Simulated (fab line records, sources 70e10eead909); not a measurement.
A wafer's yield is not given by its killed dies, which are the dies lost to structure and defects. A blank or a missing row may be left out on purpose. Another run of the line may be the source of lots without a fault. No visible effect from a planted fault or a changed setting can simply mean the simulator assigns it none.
Matching of chambers | flow nand-harc | 4 sister chambers for NHARC_A_BONDPAD_STRIP_15 on rie-diel-03
The step strips in O2. 33 wafers are shown with their chamber, then 12 later ones without.

== EACH WAFER AND ITS CHAMBER ==
wafer  | chamber | drypump-motor-current-A (A) | throttle-valve-pct (%) | rf-vpp-V (V)
L075.1 | 2       | 6.1                         | 17.026                 | 57.8
L075.4 | 1       | 5.8                         | 17.056                 | 58.1
L075.5 | 0       | 5.4                         | 17.032                 | 58.6
L074.1 | 0       | 5.4                         | 17.032                 | 58.0
L074.2 | 2       | 6.1                         | 17.021                 | 58.0
L074.5 | 1       | 5.7                         | 17.027                 | 57.3
L077.2 | 0       | 5.3                         | 17.029                 | 56.8
L077.4 | 3       | 6.2                         | 17.040                 | 56.3
L077.6 | 3       | 6.2                         | 17.029                 | 58.3
L076.1 | 0       | 5.4                         | 17.034                 | 57.1
L076.4 | 1       | 5.7                         | 17.046                 | 57.2
L076.6 | 1       | 5.7                         | 17.029                 | 58.0
L082.1 | 1       | 5.7                         | 17.026                 | 56.5
L082.5 | 3       | 6.3                         | 17.042                 | 57.7
L082.6 | 0       | 5.4                         | 17.040                 | 59.3
L081.2 | 2       | 6.1                         | 17.034                 | 58.0
L081.5 | 0       | 5.4                         | 17.036                 | 57.5
L081.6 | 3       | 6.3                         | 17.046                 | 58.4
L084.1 | 3       | 6.3                         | 17.031                 | 56.1
L084.3 | 0       | 5.4                         | 17.024                 | 57.9
L084.4 | 2       | 6.1                         | 17.030                 | 57.8
L083.1 | 3       | 6.3                         | 17.030                 | 59.5
L083.2 | 2       | 6.1                         | 17.033                 | 57.8
L083.3 | 0       | 5.4                         | 17.041                 | 58.7
L086.1 | 1       | 5.7                         | 17.047                 | 57.7
L086.2 | 3       | 6.3                         | 17.016                 | 58.0
L086.3 | 0       | 5.3                         | 17.043                 | 58.8
L085.4 | 3       | 6.2                         | 17.051                 | 57.0
L085.5 | 1       | 5.7                         | 17.034                 | 56.6
L085.6 | 2       | 6.1                         | 17.033                 | 56.3
L090.4 | 1       | 5.7                         | 17.011                 | 57.7
L090.5 | 0       | 5.3                         | 17.038                 | 57.0
L090.6 | 3       | 6.2                         | 17.038                 | 58.8

SIGNATURES (averages over the wafers above)
reading                 | chamber 0 | chamber 1 | chamber 2 | chamber 3 | scatter within a chamber
drypump-motor-current-A | 5.370     | 5.713     | 6.100     | 6.256     | 0.0423
throttle-valve-pct      | 17.03490  | 17.03450  | 17.02950  | 17.03589  | 0.00981
rf-vpp-V                | 57.970    | 57.388    | 57.617    | 57.789    | 0.864
Rule: a wafer lies at a distance from a chamber equal to the root of the sum of squares, over the readings, of (its reading less the chamber's mean, divided by the reading's scatter). The wafer belongs to the nearest chamber; if the next one is less than 2 further off, it can't be placed. The scatter: the root of (the sum of the squares of (reading less its chamber's mean) over the shown wafers, divided by (wafers less chambers)).

== WAFERS WITH NO CHAMBER GIVEN ==
wafer  | drypump-motor-current-A (A) | throttle-valve-pct (%) | rf-vpp-V (V)
L093.1 | 5.7                         | 17.032                 | 56.4
L093.2 | 5.3                         | 17.042                 | 56.3
L093.6 | 5.7                         | 17.055                 | 57.8
L092.2 | 6.1                         | 17.036                 | 59.2
L092.5 | 5.7                         | 17.027                 | 58.3
L092.6 | 6.1                         | 17.029                 | 57.1
L095.1 | 6.1                         | 17.054                 | 57.0
L095.2 | 6.3                         | 17.030                 | 57.4
L095.4 | 5.7                         | 17.052                 | 58.1
L096.2 | 5.7                         | 17.036                 | 57.3
L096.3 | 6.3                         | 17.024                 | 57.6
L096.4 | 5.4                         | 17.029                 | 58.4

== CHAMBER TAKEN BY EACH ==
wafer  | from the rows above     | in truth
L093.1 | 1                       | 1
L093.2 | 0                       | 0
L093.6 | 1                       | 1
L092.2 | 2                       | 2
L092.5 | 1                       | 1
L092.6 | 2                       | 2
L095.1 | can't be placed: 2 or 3 | 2
L095.2 | 3                       | 3
L095.4 | 1                       | 1
L096.2 | 1                       | 1
L096.3 | 3                       | 3
L096.4 | 0                       | 0
11 of 12 placed correctly. Can't be placed from these rows: 1 (the true chamber is among the candidates in 1). Number placed wrongly: 0.
